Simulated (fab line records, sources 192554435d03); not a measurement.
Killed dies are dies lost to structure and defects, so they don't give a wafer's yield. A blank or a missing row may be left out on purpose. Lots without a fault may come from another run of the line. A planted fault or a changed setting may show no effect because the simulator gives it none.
fab line records | flow n5_finfet
record lots=6 wafers=18 last_day=16
route steps=1938 shown WELL_APT@21 PMOS_HMC_CHANNEL_EPI@57 BEOL_M4@1111 PASSIVATION@1936
lots that met no fault: from a run of the same line without faults
start_h: hours from the record's first day to the start of the lot's first wafer shown | wait_h: hours since the lot's step before | " the same as in the row above | L1.1+2: a row that stands for several wafers | - no value, or no start given | * or withheld: withheld | < > ~ a bound
route shown NAME@n: a module of which the file shows steps, and the number in the route of the first | usual: mean/standard deviation of fault-free wafers | same: alike in all rows | chamber/n: place in a boat | sites: the reading at each site | _std_site: their standard deviation | _edge_site: outer sites' mean less inner sites' | radius_mm: how far each site lies from the wafer's centre | mask NAME#n: copy n | behind: the tool/chamber that last shaped the wafer | hold: why the lot was held/for how many hours/how that ended | device: the transistor (n, p or np) that didn't switch | end of line: the same wafers' tests at the end of the route | a step without rows: its recipe alone | killed: dies lost to structure and defects at the first sort, not the wafer's yield | map: a wafer's dies, x killed, . not, _ none there
set.NAME: the setting as run; set.NAME@STEP: as run at that earlier step | model.NAME: the simulator's own value behind a step, which no gauge read
lots at some steps of the route; a table a step, a row a wafer
services: from which hour (start_h, from the record's first day; less than 0 if before it) a tool's chamber was out of use, for how many hours, and why
## steps
# step N5_WELL_APT_COAT_02
# recipe spin_rpm=1357 resist_thk_nm=950
# step N5_WELL_APT_EBR_04
# recipe solvent=PGMEA ebr_width_mm=1.5
# step N5_WELL_APT_SOFTBAKE_03
# recipe temp_c=130 time_s=60
# step N5_WELL_APT_EXPOSE_05
# recipe mask_id=NWELL na=0.8 source_shape=conventional sigma_outer=0.8 polarization=unpolarized defocus_nm=0 target_cd_nm=200 dose_mj=20.3
# step N5_WELL_APT_PEB_06
# recipe peb_temp_c=130 peb_time_s=90
# step N5_WELL_APT_DEVELOP_07
# recipe develop_time_s=45 rinse_liquid=surfactant_rinse dry=air_spin dev_temp_c=21
# step N5_WELL_APT_HARDBAKE_12
# recipe temp_c=130 time_s=120
# step N5_WELL_APT_CD_MEAS_08
# recipe target_cd_nm=200 landing_energy_ev=500 detector=se_inlens
# usual cd_nm=200.2/1.5
# columns lot.wafer tool chamber start_h wait_h cd_nm
L810.2 cd_sem-01 0 49.68 - 199.0
L810.3 " 0 " " 200.2
L810.6 " 0 " " 200.5
L814.1 cd_sem-03 0 73.56 - 200.9
L814.2 " 0 " " 201.0
L814.5 " 0 " " 201.5
L815.1 cd_sem-01 0 79.70 - 201.7
L815.2 " 0 " " 202.4
L815.4 " 0 " " 201.0
L816.2 cd_sem-03 0 86.94 - 201.0
L816.5 " 0 " " 201.6
L816.6 " 0 " " 201.6
L819.1 cd_sem-01 0 103.93 - 199.9
L819.3 " 0 " " 198.1
L819.6 " 0 " " 201.3
L821.1 cd_sem-01 0 115.56 - 200.3
L821.2 " 0 " " 200.5
L821.4 " 0 " " 201.1
# step N5_WELL_APT_OVL_MEAS_09
# recipe points_per_wafer=44
# usual NWELL_OVL=-1/5.1
# columns lot.wafer tool chamber start_h wait_h NWELL_OVL[nm]
L810.2 overlay-02 0 49.71 0.0 7
L810.3 " 0 " " 0
L810.6 " 0 " " -3
L814.1 overlay-02 0 73.59 0.0 3
L814.2 " 0 " " 2
L814.5 " 0 " " -1
L815.1 overlay-02 0 79.73 0.0 1
L815.2 " 0 " " 5
L815.4 " 0 " " 4
L816.2 overlay-01 0 86.97 0.0 4
L816.5 " 0 " " -4
L816.6 " 0 " " 5
L819.1 overlay-01 0 103.96 0.0 2
L819.3 " 0 " " 6
L819.6 " 0 " " 9
L821.1 overlay-02 0 115.59 0.0 5
L821.2 " 0 " " -1
L821.4 " 0 " " -2
# step N5_WELL_APT_INSPECT_10
# recipe mode=adi inspect_instrument=macro
# usual raw_defect_count=2.1/1.4
# columns lot.wafer tool chamber start_h wait_h raw_defect_count
L810.2 defect_inspect-02 - 49.74 0.0 1
L810.3 " - " " 2
L810.6 " - " " 5
L814.1 defect_inspect-01 - 73.62 0.0 3
L814.2 " - " " 1
L814.5 " - " " 3
L815.1 defect_inspect-02 - 79.75 0.0 0
L815.2 " - " " 2
L815.4 " - " " 3
L816.2 defect_inspect-02 - 86.99 0.0 3
L816.5 " - " " 2
L816.6 " - " " 1
L819.1 defect_inspect-01 - 103.99 0.0 1
L819.3 " - " " 2
L819.6 " - " " 0
L821.1 defect_inspect-01 - 115.61 0.0 1
L821.2 " - " " 3
L821.4 " - " " 0
# step N5_WELL_APT_DESCUM_13
# recipe chemistry=O2 time_s=7.9 source_power_w=50 bias_power_w=20 pressure_mtorr=20 rf_frequency_hz=2.712e+07 temp_c=40 o2_flow_sccm=225
# usual drypump_motor_current_A=5.7/0.46 oes_product_au=0.78/0.1 rf_vpp_V=243.5/1.3 showerhead_plenum_p_Torr=2.11/0.071 throttle_valve_pct=20.34/0.18
# columns lot.wafer tool chamber start_h wait_h drypump_motor_current_A oes_product_au rf_hours_counter_h rf_vpp_V showerhead_plenum_p_Torr throttle_valve_pct
L810.2 rie_diel-04 0 49.77 0.0 5.2 0.69 218 243.5 2.06 20.06
L810.3 " 3 " " 6.5 0.76 153 246.4 2.18 20.48
L810.6 " 3 " " 6.5 0.76 - 245.7 2.18 20.48
L814.1 rie_diel-04 0 73.69 0.1 5.2 0.69 227 243.5 2.05 20.07
L814.2 " 2 " " 5.8 0.72 205 243.4 2.05 20.39
L814.5 " 2 " " 5.8 0.72 - 241.9 2.05 20.37
L815.1 rie_diel-04 0 79.82 0.1 5.2 0.68 229 242.4 2.05 20.06
L815.2 " 2 " " 5.8 0.72 207 241.7 2.05 20.37
L815.4 " 3 " " 6.5 0.74 165 243.8 2.18 20.49
L816.2 rie_diel-04 2 87.02 0.0 5.7 0.72 210 243.1 2.05 20.41
L816.5 " 2 " " 5.7 0.72 - 243.0 2.05 20.40
L816.6 " 3 " " 6.5 0.74 - 243.6 2.18 20.51
L819.1 rie_diel-04 0 104.02 0.0 5.2 0.68 238 242.1 2.05 20.09
L819.3 " 1 " " 5.3 0.95 10 243.1 2.14 20.21
L819.6 " 2 " " 5.7 0.71 - 242.7 2.05 20.40
L821.1 rie_diel-02 1 115.67 0.1 5.3 0.89 30 243.8 2.13 20.23
L821.2 " 0 " " 5.8 0.74 166 242.5 2.00 20.33
L821.4 " 2 " " 6.2 0.83 - 243.7 2.22 20.19
# step N5_WELL_APT_IMPLANT_14
# recipe species=P energy_kev=160 dose_cm2=1.5e+13 tilt_deg=0 rotation_deg=0
# step N5_WELL_APT_IMPLANT_15
# recipe species=As energy_kev=25 dose_cm2=1.5e+13 tilt_deg=0 rotation_deg=0
# usual beam_on_s=10.00/0.2 dose_ions_cm2=1.4997e+13/1.7e+10 faraday_current_uA=190/3.8
# columns lot.wafer tool chamber start_h wait_h beam_on_s dose_ions_cm2 faraday_current_uA
L810.2 implanter-02 0 50.08 0.1 10.02 1.5011e+13 189
L810.3 " 0 " " 9.76 1.4993e+13 194
L810.6 " 0 " " 10.26 1.5002e+13 186
L814.1 implanter-01 0 73.97 0.1 9.98 1.4988e+13 191
L814.2 " 0 " " 9.88 1.4983e+13 193
L814.5 " 0 " " 9.94 1.4984e+13 193
L815.1 implanter-02 0 80.10 0.1 9.70 1.4963e+13 195
L815.2 " 0 " " 9.74 1.497e+13 194
L815.4 " 0 " " 10.34 1.4978e+13 184
L816.2 implanter-01 0 87.33 0.1 9.99 1.5007e+13 190
L816.5 " 0 " " 9.98 1.4985e+13 191
L816.6 " 0 " " 10.24 1.4997e+13 187
L819.1 implanter-01 0 104.30 0.1 10.28 1.7731e+13 218
L819.3 " 0 " " 10.09 1.7713e+13 224
L819.6 " 0 " " 9.99 1.7718e+13 225
L821.1 implanter-01 0 115.96 0.1 10.29 1.7734e+13 218
L821.2 " 0 " " 9.87 1.7728e+13 227
L821.4 " 0 " " 10.17 1.7729e+13 221
# step N5_WELL_APT_STRIP_16
# recipe chemistry=SPM time_s=900 temp_c=130 h2so4_h2o2_vol_ratio=4 dry=ipa_marangoni
# step N5_WELL_APT_HMDS_18
# recipe time_s=60 temp_c=120
# step N5_WELL_APT_COAT_19
# recipe spin_rpm=1357 resist_thk_nm=950
# step N5_WELL_APT_EBR_21
# recipe solvent=PGMEA ebr_width_mm=1.5
# step N5_WELL_APT_SOFTBAKE_20
# recipe temp_c=130 time_s=60
# step N5_WELL_APT_EXPOSE_22
# recipe mask_id=PWELL na=0.8 source_shape=conventional sigma_outer=0.8 polarization=unpolarized defocus_nm=0 target_cd_nm=200 dose_mj=23.2
# step N5_WELL_APT_PEB_23
# recipe peb_temp_c=130 peb_time_s=90
# step N5_WELL_APT_DEVELOP_24
# recipe develop_time_s=45 rinse_liquid=surfactant_rinse dry=air_spin dev_temp_c=21
# step N5_WELL_APT_HARDBAKE_29
# recipe temp_c=130 time_s=120
# step N5_WELL_APT_CD_MEAS_25
# recipe target_cd_nm=200 landing_energy_ev=500 detector=se_inlens
# usual cd_nm=199.8/2
# columns lot.wafer tool chamber start_h wait_h cd_nm
L810.2 cd_sem-01 0 50.93 - 196.2
L810.3 " 0 " " 196.4
L810.6 " 0 " " 199.0
L814.1 cd_sem-02 0 74.72 - 198.6
L814.2 " 0 " " 200.8
L814.5 " 0 " " 203.5
L815.1 cd_sem-03 0 80.98 - 201.3
L815.2 " 0 " " 196.4
L815.4 " 0 " " 199.4
L816.2 cd_sem-01 0 88.06 - 202.0
L816.5 " 0 " " 205.8
L816.6 " 0 " " 200.4
L819.1 cd_sem-03 0 105.18 - 200.0
L819.3 " 0 " " 197.8
L819.6 " 0 " " 196.8
L821.1 cd_sem-02 0 116.84 - 201.0
L821.2 " 0 " " 201.2
L821.4 " 0 " " 200.7
# step N5_WELL_APT_OVL_MEAS_26
# recipe points_per_wafer=44
# usual PWELL_OVL=4/5.1
# columns lot.wafer tool chamber start_h wait_h PWELL_OVL[nm]
L810.2 overlay-02 0 50.96 0.0 7
L810.3 " 0 " " -5
L810.6 " 0 " " 8
L814.1 overlay-01 0 74.75 0.0 9
L814.2 " 0 " " -1
L814.5 " 0 " " 5
L815.1 overlay-01 0 81.01 0.0 5
L815.2 " 0 " " -1
L815.4 " 0 " " 3
L816.2 overlay-01 0 88.10 0.0 10
L816.5 " 0 " " 2
L816.6 " 0 " " 9
L819.1 overlay-01 0 105.21 0.0 8
L819.3 " 0 " " 7
L819.6 " 0 " " 5
L821.1 overlay-01 0 116.87 0.0 3
L821.2 " 0 " " 1
L821.4 " 0 " " -5
# step N5_WELL_APT_INSPECT_27
# recipe mode=adi inspect_instrument=macro
# usual raw_defect_count=2.2/1.6
# columns lot.wafer tool chamber start_h wait_h raw_defect_count
L810.2 defect_inspect-02 - 50.98 0.0 3
L810.3 " - " " 4
L810.6 " - " " 4
L814.1 defect_inspect-02 - 74.77 0.0 2
L814.2 " - " " 1
L814.5 " - " " 5
L815.1 defect_inspect-01 - 81.03 0.0 3
L815.2 " - " " 2
L815.4 " - " " 2
L816.2 defect_inspect-01 - 88.12 0.0 2
L816.5 " - " " 0
L816.6 " - " " 2
L819.1 defect_inspect-01 - 105.23 0.0 1
L819.3 " - " " 3
L819.6 " - " " 2
L821.1 defect_inspect-01 - 116.89 0.0 2
L821.2 " - " " 2
L821.4 " - " " 6
# step N5_WELL_APT_DESCUM_30
# recipe chemistry=O2 time_s=7.9 source_power_w=50 bias_power_w=20 pressure_mtorr=20 rf_frequency_hz=2.712e+07 temp_c=40 o2_flow_sccm=225
# usual drypump_motor_current_A=5.8/0.49 oes_product_au=0.77/0.098 rf_vpp_V=243.4/1.2 showerhead_plenum_p_Torr=2.11/0.069 throttle_valve_pct=20.35/0.18
# columns lot.wafer tool chamber start_h wait_h drypump_motor_current_A oes_product_au rf_hours_counter_h rf_vpp_V showerhead_plenum_p_Torr throttle_valve_pct
L810.2 rie_diel-02 0 51.02 0.0 5.8 0.76 144 241.4 2.01 20.29
L810.3 " 1 " " 5.2 0.94 10 245.5 2.14 20.19
L810.6 " 1 " " 5.2 0.94 - 243.0 2.14 20.19
L814.1 rie_diel-04 0 74.87 0.1 5.2 0.68 227 242.4 2.05 20.08
L814.2 " 2 " " 5.8 0.72 205 243.6 2.05 20.37
L814.5 " 3 " " 6.5 0.75 - 244.3 2.18 20.49
L815.1 rie_diel-04 2 81.07 0.0 5.8 0.71 207 242.8 2.05 20.39
L815.2 " 3 " " 6.5 0.75 165 245.1 2.18 20.50
L815.4 " 1 " " 5.4 0.99 1 244.3 2.15 20.19
L816.2 rie_diel-05 1 88.24 0.1 5.6 0.92 13 243.0 2.05 20.39
L816.5 " 3 " " 5.2 0.97 - 245.5 2.23 20.20
L816.6 " 1 " " 5.6 0.91 - 242.4 2.05 20.38
L819.1 rie_diel-02 1 105.30 0.1 5.2 0.90 27 243.4 2.13 20.22
L819.3 " 3 " " 5.6 0.71 248 244.8 2.14 20.37
L819.6 " 1 " " 5.3 0.91 - 243.6 2.13 20.22
L821.1 rie_diel-04 0 117.17 0.3 5.2 0.67 242 243.1 2.05 20.11
L821.2 " 1 " " 5.4 0.94 15 244.6 2.14 20.21
L821.4 " 3 " " 6.5 0.73 177 243.7 2.18 20.52
# step N5_WELL_APT_IMPLANT_31
# recipe species=B energy_kev=60 dose_cm2=1.5e+13 tilt_deg=0 rotation_deg=0
# step N5_WELL_APT_IMPLANT_32
# recipe species=BF2 energy_kev=50 dose_cm2=2e+13 tilt_deg=0 rotation_deg=0
# step N5_WELL_APT_STRIP_33
# recipe chemistry=SPM time_s=900 temp_c=130 h2so4_h2o2_vol_ratio=4 dry=ipa_marangoni
# step N5_WELL_APT_RTA_34
# recipe temp_c=1000 time_s=10 ambient=N2 idle_temp_c=600 ramp_up_c_per_s=150 ramp_down_c_per_s=60 cool_to_c=600
# usual lamp_power_pct=13.01/0.057 wafer_temp_C_max=1003.7/0.99
# columns lot.wafer tool chamber start_h wait_h lamp_power_pct wafer_temp_C_max
L810.2 rtp_anneal-02 0 52.08 0.3 12.95 1004.2
L810.3 " 0 " " 13.00 1005.6
L810.6 " 0 " " 12.96 1004.2
L814.1 rtp_anneal-02 0 75.64 0.0 12.99 1003.0
L814.2 " 0 " " 13.01 1003.2
L814.5 " 0 " " 13.05 1002.3
L815.1 rtp_anneal-02 0 81.83 0.0 12.96 1002.7
L815.2 " 0 " " 13.01 1004.1
L815.4 " 0 " " 12.95 1001.7
L816.2 rtp_anneal-01 0 89.02 0.0 13.05 1002.5
L816.5 " 0 " " 12.97 1004.2
L816.6 " 0 " " 13.05 1003.7
L819.1 rtp_anneal-01 0 106.42 0.4 12.98 1003.3
L819.3 " 0 " " 13.01 1004.5
L819.6 " 0 " " 13.03 1002.9
L821.1 rtp_anneal-01 0 118.04 0.1 12.99 1004.9
L821.2 " 0 " " 12.98 1003.8
L821.4 " 0 " " 13.07 1003.8
# step N5_WELL_APT_OXIDE_STRIP_42
# recipe chemistry=dHF dilution=25:1 time_s=45 temp_c=25 target=SiO2 target_depth_a=120
# step N5_WELL_APT_PRECLEAN_36
# recipe chemistry=O3/DIW time_s=45 temp_c=22 o3_ppm=10
# step N5_WELL_APT_PRECLEAN_39
# recipe chemistry=dHF time_s=60 dilution=150:1 temp_c=25
# step N5_WELL_APT_SRD_37
# recipe dry=ipa_marangoni do_ppb=5 time_s=30 temp_c=23 rinse_liquid=diw
# step N5_WELL_APT_EPI_41
# recipe material=Si target_thk_a=500 temp_c=650 precursor=SiH4/H2 pressure_torr=20 time_s=297.7
# usual throttle_valve_pct=11.1/0.49
# columns lot.wafer tool chamber start_h wait_h throttle_valve_pct
L810.2 epi_rpcvd-04 0 52.46 0.1 10.5
L810.3 " 0 " " 11.1
L810.6 " 0 " " 10.5
L814.1 epi_rpcvd-04 0 75.88 0.0 10.9
L814.2 " 0 " " 11.0
L814.5 " 0 " " 10.7
L815.1 epi_rpcvd-03 0 82.06 0.0 11.7
L815.2 " 0 " " 12.0
L815.4 " 0 " " 11.7
L816.2 epi_rpcvd-04 0 89.40 0.1 11.1
L816.5 " 0 " " 10.8
L816.6 " 0 " " 10.8
L819.1 epi_rpcvd-04 0 106.66 0.0 11.0
L819.3 " 0 " " 10.8
L819.6 " 0 " " 10.8
L821.1 epi_rpcvd-04 0 118.29 0.0 10.7
L821.2 " 0 " " 10.8
L821.4 " 0 " " 10.7
# step N5_WELL_APT_INSPECT_38
# recipe inspect_instrument=darkfield mode=post_epi
# usual raw_defect_count=13/5.1
# columns lot.wafer tool chamber start_h wait_h raw_defect_count
L810.2 defect_inspect-01 - 52.99 0.4 2
L810.3 " - " " 12
L810.6 " - " " 14
L814.1 defect_inspect-01 - 76.51 0.5 14
L814.2 " - " " 8
L814.5 " - " " 15
L815.1 defect_inspect-02 - 82.90 0.7 20
L815.2 " - " " 15
L815.4 " - " " 18
L816.2 defect_inspect-02 - 89.93 0.4 8
L816.5 " - " " 11
L816.6 " - " " 11
L819.1 defect_inspect-01 - 107.30 0.5 26
L819.3 " - " " 19
L819.6 " - " " 16
L821.1 defect_inspect-01 - 119.13 0.7 8
L821.2 " - " " 13
L821.4 " - " " 18
# step N5_PMOS_HMC_CHANNEL_EPI_HM_DEP_34
# recipe material=SiO2 target_thk_a=360 temp_c=400 precursor=TEOS/O2 pressure_torr=6.5 rf_w=900 teos_flow_sccm=161.4 gas=O2 flow_sccm=2650 time_s=6.9
# usual heater_power_outer_w=325/83 heater_power_w=584/120 showerhead_plenum_p_Torr=8.346/0.03 throttle_valve_pct=18.8/0.74
# columns lot.wafer tool chamber start_h wait_h heater_power_outer_w heater_power_w showerhead_plenum_p_Torr throttle_valve_pct
L810.2 pecvd-04 1 53.03 0.0 212 416 8.290 18.7
L810.3 " 1 " " 216 426 8.305 18.7
L810.6 " 1 " " 214 426 8.289 18.6
L814.1 pecvd-04 1 76.55 0.0 305 548 8.299 18.9
L814.2 " 2 " " 198 382 8.390 18.6
L814.5 " 0 " " 404 662 8.360 19.0
L815.1 pecvd-01 2 82.94 0.0 390 640 8.330 18.3
L815.2 " 0 " " 285 566 8.339 18.7
L815.4 " 0 " " 290 574 8.358 18.6
L816.2 pecvd-02 0 89.97 0.0 245 461 8.341 19.4
L816.5 " 0 " " 243 471 8.344 19.7
L816.6 " 1 " " 499 808 8.378 19.2
L819.1 pecvd-02 2 107.33 0.0 387 726 8.326 17.3
L819.3 " 0 " " 287 528 8.335 19.9
L819.6 " 0 " " 283 532 8.346 19.5
L821.1 pecvd-02 1 119.17 0.0 474 805 8.366 19.4
L821.2 " 2 " " 346 670 8.348 17.5
L821.4 " 2 " " 350 691 8.335 17.4
# step N5_PMOS_HMC_CHANNEL_EPI_COAT_31
# recipe resist=BARC temp_c=205 time_s=60 spin_rpm=1500 resist_thk_nm=66
# step N5_PMOS_HMC_CHANNEL_EPI_COAT_03
# recipe resist=CAR-ArF-block spin_rpm=1500 resist_thk_nm=205
# step N5_PMOS_HMC_CHANNEL_EPI_EBR_05
# recipe solvent=PGMEA ebr_width_mm=1.5
# step N5_PMOS_HMC_CHANNEL_EPI_SOFTBAKE_04
# recipe temp_c=110 time_s=60 resist=CAR-ArF-block
# step N5_PMOS_HMC_CHANNEL_EPI_EXPOSE_06
# recipe mask_id=PMOS_HMC_BLK na=1.35 source_shape=conventional sigma_outer=0.8 polarization=unpolarized target_cd_nm=240 dose_mj=41
# step N5_BEOL_M4_RC_MEAS_101
# usual CJ_P=5.78/0.18 DIBL_N=36.2/1.6 DIBL_P=36.5/1.9 IOFF_N=0.158/0.027 IOFF_P=0.21/0.038 ION_N=675/12 ION_P=464/8.9 SS_N=71.5/0.61 SS_P=73.4/0.59 VT_N=250.4/3 VT_P=-250/3.6
# columns lot.wafer tool chamber start_h wait_h CJ_P DIBL_N[mV/V] DIBL_P[mV/V] IOFF_N[nA/um] IOFF_P[nA/um] ION_N[uA/um] ION_P[uA/um] SS_N[mV/dec] SS_P[mV/dec] VT_N[mV] VT_P[mV]
L810.2 prober-01 0 202.64 0.2 5.82 37.3 36.5 0.153 0.19 673 460 71.3 74.0 252.8 -253
L810.3 " 0 " " 5.97 37.8 37.0 0.168 0.20 680 460 71.9 74.1 250.7 -252
L810.6 " 0 " " 5.92 35.9 34.8 0.128 0.16 661 454 70.8 73.1 255.9 -253
L814.1 prober-01 0 217.14 0.0 5.89 35.5 36.4 0.158 0.21 680 466 71.2 73.9 246.9 -249
L814.2 " 0 " " 5.81 35.6 35.0 0.150 0.19 670 462 71.5 73.3 250.5 -250
L814.5 " 0 " " 6.04 34.7 35.9 0.143 0.20 681 469 71.5 73.5 249.4 -252
L815.1 prober-01 0 227.46 0.0 5.45 36.1 36.1 0.162 0.20 683 463 71.3 73.5 247.1 -251
L815.2 " 0 " " 6.08 36.6 36.7 0.168 0.20 682 462 71.3 73.3 247.3 -246
L815.4 " 0 " " 6.14 37.8 39.3 0.206 0.26 706 486 71.6 74.4 245.4 -246
L816.2 prober-02 0 251.92 0.2 6.05 37.5 36.8 0.179 0.19 681 457 71.9 73.6 247.8 -254
L816.5 " 0 " " 5.83 36.1 36.3 0.158 0.19 672 458 71.3 73.7 247.3 -254
L816.6 " 0 " " 5.59 38.3 38.2 0.206 0.22 679 458 71.7 73.7 246.7 -253
L819.1 prober-02 0 275.09 0.0 6.31 36.0 36.8 0.154 0.21 678 460 71.9 73.5 251.5 -251
L819.3 " 0 " " 6.42 32.6 33.1 0.108 0.15 663 454 71.3 73.0 252.2 -255
L819.6 " 0 " " 6.01 35.5 35.9 0.148 0.19 669 459 72.0 73.0 248.8 -251
L821.1 prober-01 0 279.61 0.0 6.25 36.4 37.3 0.157 0.20 678 461 72.5 73.5 250.1 -253
L821.2 " 0 " " 6.38 33.2 34.8 0.121 0.18 669 465 70.8 72.5 253.1 -254
L821.4 " 0 " " 6.28 35.4 35.7 0.145 0.19 665 453 71.5 73.4 251.5 -254
# step N5_PASSIVATION_PROBE_49
# usual defect_limited_yield=91.3/1.7 killed_at_M0_to_M3=33/11 killed_at_M4_up=14/5.5 killed_at_contacts=13/6.5 killed_at_front_end=39/13 killed_at_other=3.4/2.9 killed_dies=103/20 killed_open=69/15 killed_short=32/8.1 sort_bin_5_function=5.1/1.1 sort_bin_6_memory=3.3/0.74 sort_n_pass=1077/20 sort_yield_pct=91.3/1.7
# same gross_dies=1180 killed_at_back_side=0 sort_bin_4_leakage[%]=0 sort_bin_8_speed[%]=0
# columns lot.wafer tool chamber start_h wait_h defect_limited_yield[%] killed_at_M0_to_M3 killed_at_M4_up killed_at_contacts killed_at_front_end killed_at_other killed_dies killed_open killed_short sort_bin_5_function[%] sort_bin_6_memory[%] sort_n_pass sort_yield_pct[%]
L816.6 prober-02 - 362.99 0.3 91.0 49 5 31 19 2 106 65 41 4.7 3.8 1074 91.0
# killed by level:class
L816.6 MOL_CONTACT_COAG:geometric_particle:open=20 MOL_CONTACT_COAG:geometric_particle:short=11 BEOL_M2:geometric_particle:open=11 BEOL_M0_SAQP:geometric_particle:short=9 BEOL_M1:geometric_particle:open=9 BEOL_M0_SAQP:geometric_particle:open=8 BEOL_M1:geometric_particle:short=6 STI_FIN_REVEAL:geometric_particle:open=5
## services
# columns tool chamber start_h hours kind
rie_diel-04 2 26.31 5.6 repair
rie_diel-05 1 29.59 - clean
rie_diel-05 1 29.59 - consumable_replace:focus_ring
rie_diel-05 1 29.59 31.8 scheduled_down
pecvd-02 0 32.25 5.1 repair
pecvd-01 - 35.09 14.6 pm
rtp_anneal-01 - 48.52 4.8 pm
pecvd-01 - 49.69 5.5 pm
pecvd-04 0 52.63 6.8 repair
rie_diel-04 1 53.22 - clean
rie_diel-04 1 53.22 - consumable_replace:focus_ring
rie_diel-04 1 53.22 22.4 scheduled_down
rie_diel-04 1 53.22 22.4 vent_cycle
epi_rpcvd-03 - 55.04 8.1 pm
rie_diel-02 3 63.35 3.5 repair
implanter-01 - 66.60 1.0 repair
pecvd-01 2 73.69 5.1 repair
pecvd-04 2 84.00 2.1 scheduled_down
rie_diel-02 - 93.56 0.3 repair
rtp_anneal-02 - 100.84 8.3 pm
implanter-01 - 107.90 4.1 pm
rtp_anneal-02 - 112.75 4.5 pm
rie_diel-02 3 113.81 - clean
rie_diel-02 3 113.81 - consumable_replace:focus_ring
## key
first_sign step=N5_WELL_APT_IMPLANT_15 reading=dose_ions_cm2 direction=up sigmas=99+ usual=1.4997e+13 struck=1.7726e+13
effect step=N5_WELL_APT_IMPLANT_15 reading=faraday_current_uA direction=up sigmas=8.5 usual=190 struck=222
effect step=N5_BEOL_M4_RC_MEAS_101 reading=CJ_P direction=up sigmas=2.6 usual=5.78 struck=6.27
met_at N5_WELL_APT_IMPLANT_15
struck_wafers L819.1,L819.3,L819.6,L821.1,L821.2,L821.4
onset_between 87.33 104.30
fault kind=process_parameter_drift tool=implanter-01 chamber=- onset_h=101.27 steps=N5_WELL_APT_IMPLANT_15 channel=dose_cm2 offset=2.706e+12 shape=step end_h=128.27 acts_in=these_recipes_only stated=1.5e+13
